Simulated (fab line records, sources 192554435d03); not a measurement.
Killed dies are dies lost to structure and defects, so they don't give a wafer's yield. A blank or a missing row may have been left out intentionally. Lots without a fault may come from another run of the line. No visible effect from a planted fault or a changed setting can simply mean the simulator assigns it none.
fab line records	flow n5_finfet
record lots=4	wafers=12	last_day=16
route steps=1938 shown BEOL_M4@1099 BEOL_M5@1112 BEOL_M6@1253 PASSIVATION@1936
lots with no fault: from the same line, run without faults
start_h: start of the lot's first displayed wafer, in hours after the record's first day	wait_h: hours from the lot's prior step to this one	" as in the row above	L1.1+2: several wafers, shown together as one row	- either no value or no given start	* or withheld: withheld	< > ~ a bound
route shown NAME@n: a module of which the file shows steps, and the number in the route of the first	usual: mean and standard deviation over wafers with no fault	same: alike in all rows	chamber/n: place in a boat	sites: readings site by site	_std_site: their standard deviation	_edge_site: the outer-site mean with the inner-site mean subtracted	radius_mm: for every site, how far away it sits from the centre of the wafer	mask NAME#n: copy n	behind: the last tool/chamber to shape the wafer	hold: the reason the lot was held/the length of the hold in hours/how it ended	device: which transistor (n, p or np) failed to switch	end of line: tests of these same wafers at the route's end	where a step has no rows: the recipe by itself	killed: not the wafer's yield, but the dies lost to structure and defects at the first sort	map: per-die view of a wafer (x killed, . not killed, _ where there is no die)
set.NAME: the setting that was run; set.NAME@STEP: the one run at that earlier step	model.NAME: the simulator's own value behind a step, which no gauge read
lots at selected steps of the route; one table per step, one row per wafer
services: from which hour (start_h, from the record's first day; less than 0 if before it) a tool's chamber was out of use, for how many hours, and why
## steps
# step N5_BEOL_M4_ANNEAL_95
# recipe temp_c=400	time_s=240	ambient=vacuum
# step N5_BEOL_M4_SPUTTER_96
# recipe material=Cu	target_thk_a=45	temp_c=-20	chamber_pressure_pa=0.07	power_w=withheld	time_s=8.29
# step N5_BEOL_M4_ECD_50
# recipe material=Cu	target_thk_a=3000
# step N5_BEOL_M4_ANNEAL_51
# recipe temp_c=225	time_s=90	ambient=N2
# step N5_BEOL_M4_CMP_52
# recipe stop_on=SiOC	t_overpolish_s=6.8	down_force_psi=1	platen_rpm=50	clearing_platen_down_force_psi=1.5	clearing_platen_rpm=50	post_cmp_clean=cu_alkaline	target_thk_nm=40	clearing_platen_pad_velocity_m_s=0.99484	pad_velocity_m_s=0.99484
# step N5_BEOL_M4_PRE_CLEAN_60
# recipe gas=NH3/H2	time_s=15	temp_c=*	rf_power_w=300
# step N5_BEOL_M4_CO_CAP_55
# recipe material=Co	target_thk_a=20	temp_c=200	precursor=CCTBA/H2	pressure_torr=30	time_s=102.1
# step N5_BEOL_M4_PRE_CLEAN_56
# recipe gas=NH3	time_s=15	temp_c=withheld	rf_power_w=300
# step N5_BEOL_M4_DEP_57
# recipe material=SiCN	target_thk_a=80	temp_c=withheld	precursor=3MS/NH3	pressure_torr=3	rf_w=202	time_s=14
# step N5_BEOL_M4_RC_MEAS_101
# usual DIBL_N=36.3/1.4	DIBL_P=36.2/1.5	IOFF_N=0.160/0.021	IOFF_P=0.211/0.027	ION_N=676/7.7	ION_P=463/5.5	SS_N=71.4/0.57	SS_P=73.3/0.58	VT_N=249.3/2.5	VT_P=-250.1/2.6
lot.wafer	tool	chamber	start_h	wait_h	DIBL_N[mV/V]	DIBL_P[mV/V]	IOFF_N[nA/um]	IOFF_P[nA/um]	ION_N[uA/um]	ION_P[uA/um]	SS_N[mV/dec]	SS_P[mV/dec]	VT_N[mV]	VT_P[mV]
L614.2	prober-01	0	217.92	0.2	36.6	37.9	0.185	0.239	675	461	70.8	73.7	243.7	-249.4
L614.3	"	0	"	"	34.5	34.7	0.143	0.185	673	455	70.3	73.4	251.5	-248.6
L614.5	"	0	"	"	36.2	38.0	0.179	0.235	693	471	70.7	73.3	248.7	-246.9
L617.1	prober-01	0	238.36	0.0	34.4	35.3	0.138	0.196	680	465	71.0	73.5	252.4	-250.9
L617.2	"	0	"	"	34.2	34.8	0.128	0.197	661	463	71.1	73.6	253.6	-248.9
L617.4	"	0	"	"	37.1	38.3	0.168	0.245	675	472	72.1	73.8	248.2	-247.1
L618.2	prober-02	0	246.48	0.2	38.0	38.1	0.180	0.211	676	457	72.7	74.4	248.9	-254.4
L618.3	"	0	"	"	35.2	35.3	0.134	0.168	681	459	71.3	73.3	253.5	-254.0
L618.4	"	0	"	"	37.7	38.0	0.182	0.196	674	452	72.8	74.0	251.3	-253.5
L623.4	prober-02	0	266.12	0.5	35.7	34.3	0.151	0.187	678	461	71.4	73.4	248.5	-252.5
L623.5	"	0	"	"	36.9	36.2	0.186	0.221	687	465	71.2	73.2	245.8	-249.5
L623.6	"	0	"	"	35.0	33.3	0.149	0.179	677	460	70.6	72.4	249.8	-250.6
# step N5_BEOL_M5_ILD_DEP_00
# recipe material=SiCOH_lowk	target_thk_a=1406.4	temp_c=300	precursor=DEMS/porogen	pressure_torr=5	rf_w=500	time_s=25.9
# step N5_BEOL_M5_CURE_79
# recipe temp_c=385	time_s=240	ambient=He/Ar	material=SiCOH_lowk
# step N5_BEOL_M5_PECVD_70
# recipe material=SiO2	target_thk_a=160	temp_c=400	precursor=TEOS/O2	pressure_torr=5.5	rf_w=450	teos_flow_sccm=53.8	gas=O2	flow_sccm=3000	time_s=18
# step N5_BEOL_M5_HM_DEP_02
# recipe material=TiN	target_thk_a=200	temp_c=25	chamber_pressure_pa=0.49996
# step N5_BEOL_M5_COAT_59
# recipe resist=SOC	temp_c=250	time_s=60	spin_rpm=1500	resist_thk_nm=60
# step N5_BEOL_M5_COAT_60
# recipe resist=SiARC	temp_c=220	time_s=60	spin_rpm=1500	resist_thk_nm=12
# step N5_BEOL_M5_COAT_71
# recipe resist=underlayer	temp_c=205	time_s=60	spin_rpm=1500	resist_thk_nm=5
# step N5_BEOL_M5_COAT_05
# recipe resist=CAR-EUV	spin_rpm=1500	resist_thk_nm=30
# step N5_BEOL_M5_EBR_07
# recipe solvent=PGMEA	ebr_width_mm=1.5
# step N5_BEOL_M5_SOFTBAKE_06
# recipe temp_c=110	time_s=60	resist=CAR-EUV
# step N5_BEOL_M5_EXPOSE_08
# recipe mask_id=M5	na=0.33	source_shape=annular	sigma_inner=0.4	sigma_outer=0.8	polarization=unpolarized	target_cd_nm=28	dose_mj=35.75
# step N5_BEOL_M5_PEB_09
# recipe peb_temp_c=100	peb_time_s=60	resist=CAR-EUV
# step N5_BEOL_M5_DEVELOP_10
# recipe develop_time_s=30	developer=TMAH	resist=CAR-EUV	rinse_liquid=surfactant_rinse	dry=air_spin	dev_temp_c=23
# step N5_BEOL_M5_DESCUM_16
# recipe chemistry=O2	time_s=7	source_power_w=50	bias_power_w=20	pressure_mtorr=20	rf_frequency_hz=2.712e+07	temp_c=40	resist=CAR-EUV	o2_flow_sccm=225
# step N5_BEOL_M5_ETCH_72
# recipe chemistry=N2/H2	target=underlayer	target_depth_a=65	mask_material=CAR-EUV	time_s=5.2	ion_energy_ev=200	pressure_mtorr=30	source_w=840	bias_w=150	n2_flow_sccm=200	h2_flow_sccm=200	ends=cleared
# step N5_BEOL_M5_ETCH_61
# recipe chemistry=CF4	target=SiARC	target_depth_a=156	mask_material=CAR-EUV	time_s=26	ion_energy_ev=80	pressure_mtorr=40	source_w=545	bias_w=36	Ar_flow_sccm=100	cf4_flow_sccm=100	ends=cleared
# step N5_BEOL_M5_ETCH_62
# recipe chemistry=N2/H2	target=SOC	target_depth_a=750	overetch_a=150	mask_material=SiARC	temp_c=40	time_s=112.5	ion_energy_ev=200	pressure_mtorr=30	source_w=840	bias_w=150	n2_flow_sccm=200	h2_flow_sccm=200
# step N5_BEOL_M5_STRIP_63
# recipe chemistry=N2/H2	temp_c=40	n2_flow_sccm=200	h2_flow_sccm=200	rf_frequency_hz=6e+07
# step N5_BEOL_M5_STRIP_73
# recipe chemistry=N2/H2	temp_c=40	n2_flow_sccm=200	h2_flow_sccm=200	rf_frequency_hz=6e+07
# step N5_BEOL_M5_STRIP_64
# recipe chemistry=CF4	resist=SiARC	power_w=300	bias_power_w=75	pressure_mtorr=50	cf4_flow_sccm=150	rf_frequency_hz=6e+07
# step N5_BEOL_M5_HM_OPEN_17
# recipe chemistry=Cl2/BCl3	target_depth_a=200	overetch_a=60	target=TiN	mask_material=SOC	ion_energy_ev=150	pressure_mtorr=10	icp_w=1000	bias_w=126	Cl2_flow_sccm=53.25	bcl3_flow_sccm=21.75	Ar_flow_sccm=25
# step N5_BEOL_M5_STRIP_19
# recipe chemistry=O2	power_w=400	temp_c=40	pressure_mtorr=30	rf_frequency_hz=6e+07	bias_power_w=0	overash_fraction=0.2	o2_flow_sccm=225
# step N5_BEOL_M5_COAT_65
# recipe resist=SOC	temp_c=250	time_s=60	spin_rpm=1500	resist_thk_nm=60
# step N5_BEOL_M5_COAT_66
# recipe resist=SiARC	temp_c=220	time_s=60	spin_rpm=1500	resist_thk_nm=12
# step N5_BEOL_M6_CVD_78
# recipe material=Co	target_thk_a=20	temp_c=withheld	precursor=CCTBA/H2	pressure_torr=30	time_s=142.3
# usual chamber_pressure_Torr=29.99/0.066	run_length_s=165.1/0.59
lot.wafer	tool	chamber	start_h	wait_h	chamber_pressure_Torr	run_length_s
L614.2	cvd_co-02	2	236.51	0.1	30.06	165.0
L614.3	"	0	"	"	30.08	166.1
L614.5	"	1	"	"	29.84	164.6
L617.1	cvd_co-02	1	255.93	0.1	-	-
L617.2	"	0	"	"	-	-
L617.4	"	2	"	"	-	-
L618.2	cvd_co-02	1	266.09	0.1	-	-
L618.3	"	0	"	"	-	-
L618.4	"	2	"	"	-	-
L623.4	cvd_co-01	1	286.27	0.1	29.97	164.9
L623.5	"	0	"	"	30.05	165.0
L623.6	"	2	"	"	29.92	164.8
# step N5_BEOL_M6_CMP_52
# recipe stop_on=SiCOH_lowk	t_overpolish_s=6.9	down_force_psi=1	platen_rpm=50	clearing_platen_down_force_psi=1.5	clearing_platen_rpm=50	post_cmp_clean=cu_alkaline	target_thk_nm=80	clearing_platen_pad_velocity_m_s=0.99484	pad_velocity_m_s=0.99484
# usual barrier_field_endpoint_s=28.9/0.67	motor_current_A=6.5/0.6
lot.wafer	tool	chamber	start_h	wait_h	barrier_field_endpoint_s	motor_current_A	model.Cu_of_BEOL_M6_ECD_50.thk_nm
L614.2	cmp-01	1	237.64	0.3	29.1	5.5	81
L614.3	"	2	"	"	28.5	6.4	79.6
L614.5	"	0	"	"	28.3	6.7	79.2
L617.1	cmp-04	0	256.69	0.3	25.7	5.5	83.2
L617.4	"	1	"	"	26.0	7.2	81.4
L617.2	"	2	"	"	26.4	7.2	83.4
L618.4	cmp-04	0	267.72	1.0	27.5	5.2	82.6
L618.2	"	1	"	"	26.4	7.0	82
L618.3	"	2	"	"	26.8	7.0	82.2
L623.4	cmp-03	2	287.56	0.1	28.4	6.6	80.6
L623.5	"	2	"	"	29.1	6.7	80.2
L623.6	"	3	"	"	28.9	6.4	78.8
# step N5_PASSIVATION_PROBE_49
# usual defect_limited_yield=91.3/1.4	killed_at_M0_to_M3=34/10	killed_at_M4_up=13/4.8	killed_at_contacts=12/6.1	killed_at_front_end=40/11	killed_at_other=3.7/2.8	killed_dies=103/16	killed_on_rim=13/3.6	killed_open=67/12	killed_short=34/7.4	sort_bin_5_function=5.1/0.95	sort_bin_6_memory=3.2/0.62	sort_n_pass=1077/16	sort_yield_pct=91.3/1.4
# same gross_dies=1180	killed_at_back_side=0	sort_bin_4_leakage[%]=0	sort_bin_8_speed[%]=0
lot.wafer	tool	chamber	start_h	wait_h	defect_limited_yield[%]	killed_at_M0_to_M3	killed_at_M4_up	killed_at_contacts	killed_at_front_end	killed_at_other	killed_dies	killed_on_rim	killed_open	killed_short	sort_bin_5_function[%]	sort_bin_6_memory[%]	sort_n_pass	sort_yield_pct[%]
L614.2	prober-02	-	307.44	0.1	91.4	38	12	6	41	4	101	13	59	41	4.0	4.1	1079	91.4
L614.3	prober-02	-	307.49	0.1	92.1	28	10	7	47	1	93	11	58	35	5.2	2.2	1087	92.1
L614.5	prober-02	-	307.59	0.2	91.2	38	9	12	42	3	104	9	72	32	5.5	2.7	1076	91.2
L617.1	prober-02	-	337.26	0.0	12.0	30	970	6	26	6	1038	152	51	25	75.8	12.0	142	12.0
L617.2	prober-02	-	337.31	0.1	12.6	23	953	4	46	5	1031	120	62	30	76.1	11.0	149	12.6
L617.4	prober-02	-	337.41	0.2	13.6	31	941	7	40	1	1020	151	53	31	74.6	11.3	160	13.6
L618.2	prober-01	-	342.84	0.1	13.0	32	949	10	29	7	1027	151	48	36	74.3	12.3	153	13.0
L618.3	prober-01	-	342.89	0.1	11.6	34	952	15	40	2	1043	130	74	25	75.8	12.2	137	11.6
L618.4	prober-01	-	342.94	0.2	12.9	26	942	17	39	4	1028	151	56	43	74.8	11.7	152	12.9
L623.4	prober-01	-	371.91	0.2	92.0	42	11	9	32	0	94	10	63	30	4.6	3.3	1086	92.0
L623.5	prober-01	-	371.96	0.2	90.5	33	11	12	55	1	112	14	71	39	6.6	2.3	1068	90.5
L623.6	prober-01	-	372.01	0.3	91.9	33	9	11	40	2	95	11	59	36	4.9	2.8	1085	91.9
# killed by level:class
L614.2 BEOL_M0_SAQP:geometric_particle:open=12 FIN_SAQP:geometric_particle:short=10 BEOL_M0_SAQP:geometric_particle:short=10 BEOL_M4:geometric_particle:open=7 STI_FIN_REVEAL:geometric_particle:open=6 FIN_SAQP:geometric_particle:open=5 GATE_CUT:geometric_particle:short=5 BEOL_M0:geometric_particle:open=4
L614.3 FIN_SAQP:geometric_particle:short=15 FIN_SAQP:geometric_particle:open=8 STI_FIN_REVEAL:geometric_particle:open=8 BEOL_M0_SAQP:geometric_particle:open=8 BEOL_M0_SAQP:geometric_particle:short=6 MOL_CONTACT_COAG:geometric_particle:open=6 BEOL_M2:geometric_particle:open=5 BEOL_M4:geometric_particle:open=5
L614.5 FIN_SAQP:geometric_particle:open=13 BEOL_M2:geometric_particle:open=12 FIN_SAQP:geometric_particle:short=10 MOL_CONTACT_COAG:geometric_particle:open=9 BEOL_M0:geometric_particle:open=8 GATE_CUT:geometric_particle:short=6 BEOL_M1:geometric_particle:open=5 BEOL_M4:geometric_particle:open=5
L617.1 BEOL_M6:area_cvd=593 BEOL_M6:interface_void_opened=366 STI_FIN_REVEAL:geometric_particle:open=8 BEOL_M2:geometric_particle:open=8 MOL_CONTACT_COAG:geometric_particle:open=5 BEOL_M5:geometric_particle:open=5 FIN_SAQP:geometric_particle:open=4 BEOL_M3:geometric_particle:short=4
L617.2 BEOL_M6:area_cvd=587 BEOL_M6:interface_void_opened=352 FIN_SAQP:geometric_particle:open=12 FIN_SAQP:geometric_particle:short=11 BEOL_M4:geometric_particle:open=8 BEOL_M2:geometric_particle:open=6 STI_FIN_REVEAL:geometric_particle:open=5 BEOL_M0_SAQP:geometric_particle:short=5
L617.4 BEOL_M6:area_cvd=580 BEOL_M6:interface_void_opened=355 FIN_SAQP:geometric_particle:short=15 BEOL_M2:geometric_particle:open=12 FIN_SAQP:geometric_particle:open=10 MOL_CONTACT_COAG:geometric_particle:open=7 BEOL_M4:geometric_particle:open=5 STARTING-WAFER:geometric_particle:short=5
L618.2 BEOL_M6:area_cvd=607 BEOL_M6:interface_void_opened=332 BEOL_M0_SAQP:geometric_particle:short=10 BEOL_M0_SAQP:geometric_particle:open=9 FIN_SAQP:geometric_particle:open=8 MOL_CONTACT_COAG:geometric_particle:open=8 FIN_SAQP:geometric_particle:short=6 STI_FIN_REVEAL:geometric_particle:open=5
L618.3 BEOL_M6:area_cvd=606 BEOL_M6:interface_void_opened=338 FIN_SAQP:geometric_particle:open=15 MOL_CONTACT_COAG:geometric_particle:open=14 BEOL_M0_SAQP:geometric_particle:open=7 STI_FIN_REVEAL:geometric_particle:open=6 BEOL_M2:geometric_particle:open=6 BEOL_M0_SAQP:geometric_particle:short=5
L618.4 BEOL_M6:area_cvd=591 BEOL_M6:interface_void_opened=337 MOL_CONTACT_COAG:geometric_particle:open=12 FIN_SAQP:geometric_particle:short=9 BEOL_M0_SAQP:geometric_particle:short=9 FIN_SAQP:geometric_particle:open=5 STI_FIN_REVEAL:geometric_particle:open=5 MOL_CONTACT_COAG:geometric_particle:short=5
L623.4 BEOL_M2:geometric_particle:open=10 BEOL_M0_SAQP:geometric_particle:short=9 MOL_CONTACT_COAG:geometric_particle:open=7 FIN_SAQP:geometric_particle:open=6 BEOL_M0_SAQP:geometric_particle:open=6 BEOL_M0:geometric_particle:open=5 STI_FIN_REVEAL:geometric_particle:open=4 BEOL_M1:geometric_particle:open=4
L623.5 FIN_SAQP:geometric_particle:short=11 STI_FIN_REVEAL:geometric_particle:open=11 MOL_CONTACT_COAG:geometric_particle:open=10 BEOL_M0:geometric_particle:open=9 BEOL_M2:geometric_particle:open=7 FIN_SAQP:geometric_particle:open=6 BEOL_M4:geometric_particle:open=6 STI_FIN_REVEAL:geometric_particle:short=5
L623.6 BEOL_M0_SAQP:geometric_particle:open=10 BEOL_M0_SAQP:geometric_particle:short=9 STI_FIN_REVEAL:geometric_particle:open=8 GATE_CUT:geometric_particle:short=7 MOL_CONTACT_COAG:geometric_particle:open=6 STARTING-WAFER:geometric_particle:open=6 DUMMY_GATE:geometric_particle:open=5 MOL_CONTACT_COAG:geometric_particle:short=5
# map L617.1 (x killed, . not)
_________________xxxxxxxxxxxx________________
______________xxxxxxxxxxxxxxxxxx_____________
___________xxxxxxxxxxxxxxxxxxxxxxxx__________
__________xxxxxxxxxxxxxxxxxxxxxxxxxx_________
________xxxxxxxxxxxxxxxxxxxxxxxxxxxxxx_______
_______xxxxxxxxxxxxxxxxxxxxxxxxxxxxxxxx______
______xxxxxxxxxxxxx.xx.xxxxxxx.xxxxxxxxx_____
_____xxxxxxxxxxxxxxxx.xxxxxxxxx.xxxxxxxxx____
____xxxxxxxxxxxxxxxxxxxxxxx.xxxxxxxxxxxxxx___
___xxxxxxxxxxx.xxxxxxx.xxxx.xxxxxxx.x.xxxxx__
___xxxxxxxxxxxxxxx.xxxx.xxxxxxxxxxxxxxxxxxx__
__xxx.xxxxxxxxxxxxxxx.xxxxxxx..xxxxxxxxxxxxx_
__xxxxxxxxxxxxx..xx.xxx..xxxxxxx.xxxxxxxxxxx_
_xxxxxxxxxxx.xx.xxx...xx.x.xxx.x.xxx..xxxxxxx
_xxxxxxxxxx..xxx.xxx.xx..xxxxxxx.xxxxxxxxxxxx
_xxxxxxx.xx.xxxxx.xxx.x..xx...xxx.xxxxxxxxxxx
_xxxxxxxxxxx..xxxxx.x.x.x..x.xxxx.xxx.xxxxxxx
_xxxxxxxx.xxxxxxxx.....xxx..x.x.xxxx.xxx.xxxx
_xxxxxxxxxxxx.x.xx.xxx.x..x.xxx.xxx.xxxxxxxxx
_xxxxxxxxxxxxx.xx...x.xx.x.x.x.x.xxxxxxxxxxxx
_xxxxxxxxxxxx.xx.xx...xxxxx..xx.xxx.xxxxxxxxx
__xxxxxxxxxxxxxx.xxx.x..x.xxxxxx.xxxxxxxxxxx_
__xxxxxxxxxxxxxx.xxx......xxxx.xx.xxxxxxxxxx_
___xxxxxxxxxxxx.xxxxxxxx.xx.xx..xxxxxxxxxxx__
___xxxxxxxxx.xxx.xx.x.xxxxxxxx.xxxxxxxxxxxx__
____xxxxxxxx..x..xxxxxxxxxxxx.xxxxxxxxxxxx___
_____xxxxxxxxxxxxxx.xxxxxxxxxxxxxxxxxxxxx____
______xxxxxxxxxxxxx.xxx.x.xx.xxxxxxx..xx_____
_______xxxxxxx.xxxxxxxxxxxxxxxxxxxxxxxx______
________xxxxxx.xxxxxxxxxx.xxxxxxxxxxxx_______
__________xxxxxxxxxxxxxxxxxxxxxxxxxx_________
___________xxxxxxxxxxxxx.xxxxxxxxxx__________
______________xxxxxxxxxxxxxxxxxx_____________
_________________xxxxxxxxxxxx________________
# map L618.3 (x killed, . not)
_________________xxx.xxxx.x.x________________
______________xxx.xx.xxxx.xxxxxx_____________
___________xxxxxxxx.x.xxxx.xxxxxx..__________
__________xxxx.xxx.xxxxxxxxxxxx.x.xx_________
________xxxx.xxxxxxxxxxxxx...xxx.x.xx._______
_______xxxxxxxxxxxxxxxxxxx.x.xx.xx.x.xx______
______xxxxxxxxxxxxxxx..xxxxx.xx.xxxx.x.._____
_____xxxxxxxxxxxxxxxxxx.x.xxxxxxxx...xxxx____
____xxxxxxxxxxxxxxx.xxxxxxxxxxxxx.x.xx..xx___
___xxxxxxxxxxxxxxxxxxxxxxxxxxxxxxxxxx.xxxx.__
___xxxxxxxxxxxxxxxxxxxxxxxxxx.x.x....xxxxxx__
__xxxxxxx.xxxxxxxxxxxxxxxxxx.xxxxxxxxxx.xx.._
__xxxxxxxxxxxxxx.xxxx.xxxx.xxxxxxx.xxx.xxx.x_
_xxxxxxxxxxxxxxxxxxxxxxxxxxxxxxxxx.xx..xxx.x.
_xxxxxxxxxxxxxxxxxxxxxxxxxx...x.xxx..x.x.xxxx
_xxxxxxxxxxxx.xxxxxxxxxxxxxxxxxxxx.x..x...xxx
_xxxxxxxxxxxxxxx.xxxxxxxxxxxxxxxxxxx.xxx..x..
_xxxxxxxxxxxxxxxxxxxxxxxxxxxxxxxxxxxx.....xx.
_xxxxxxxxxxxxxxxxxxxxxxxx.x.xxx.x..xxxx.x..xx
_xxxxxxxxxxxxxxxxxxxxxxxxxxxxx.xxxx..xxxxxx..
_xxxxxxxxxxxxxxxxxxxxxxxxxxxxx.xxxxx.xxxxxx..
__xxxxxxxxxxxxxxxxxxxxxxxxxxxxxx..xxxxxxxxx._
__xxxxxxxxxxxx.xxxxxxxxxxxxxxxxxxx.xxxxx..xx_
___xxxxxxxxxxxxxxxxxxxxxxxxxx.xxx.xxxx.xxxx__
___xxxxxxxxxxxxxxxxxxxxxxxxxxxxxxxxxxx.xxxx__
____xxxxxxxxxxxxxxxxxxx.xxxxxxxxxxxxxxx.xx___
_____xxxxxxxxxxxxxxxxxxxxxxxxxxxxxx.xxxxx____
______xxxx.xxxxxxxxxxxxxxxxx.xxxxxx...xx_____
_______xxxxxxxxxxxxxxxxxxxxxxxxxxxxxx.x______
________xxxxxxxxxxxxxxxxxxxxxxx.xx.xxx_______
__________xxxxxxxxxxxxxxxxxxxxxxxx.x_________
___________xxxxxxxxxxxxxxxxxxxxxx.x__________
______________xxxxx.xxxxxxxxxxxx_____________
_________________xxxxxxxxxxxx________________
## services
tool	chamber	start_h	hours	kind
cmp-03	-	214.96	4.3	pm
cmp-03	-	223.26	2.5	repair
cmp-01	-	240.96	2.3	repair
cmp-01	-	251.52	6.1	repair
cvd_co-01	-	263.62	0.5	repair
cvd_co-01	-	273.90	6.9	pm
cvd_co-02	1	278.12	4.1	repair
cmp-03	-	281.72	1.9	repair
cmp-03	-	285.20	0.5	repair
## key
first_sign step=N5_BEOL_M6_CVD_78	reading=tool_record	direction=missing
effect step=N5_BEOL_M6_CMP_52	reading=barrier_field_endpoint_s	direction=down	sigmas=3.6	usual=28.9	struck=26.4
effect step=N5_PASSIVATION_PROBE_49	reading=killed_at_M4_up	direction=up	sigmas=99+	usual=13	struck=951
model_effect step=N5_BEOL_M6_CMP_52	value=Cu_of_BEOL_M6_ECD_50.thk_nm	without=80.37	struck=82.47
more_kills_born_at N5_BEOL_M6_CVD_78@cvd_co-02=3564
met_at N5_BEOL_M6_CVD_78
struck_wafers L617.1,L617.2,L617.4,L618.2,L618.3,L618.4
later_rows_left_out L617.1,L617.2,L617.4,L618.2,L618.3,L618.4
onset_between 236.51 255.93
fault kind=skipped_step_whole	tool=cvd_co-02	chamber=-	onset_h=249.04	steps=N5_BEOL_M6_CVD_78	scope=struck_lots_only
# later_rows_left_out: the simulator's readings of these wafers behind a module that went badly wrong aren't trusted and aren't shown, but for the sort
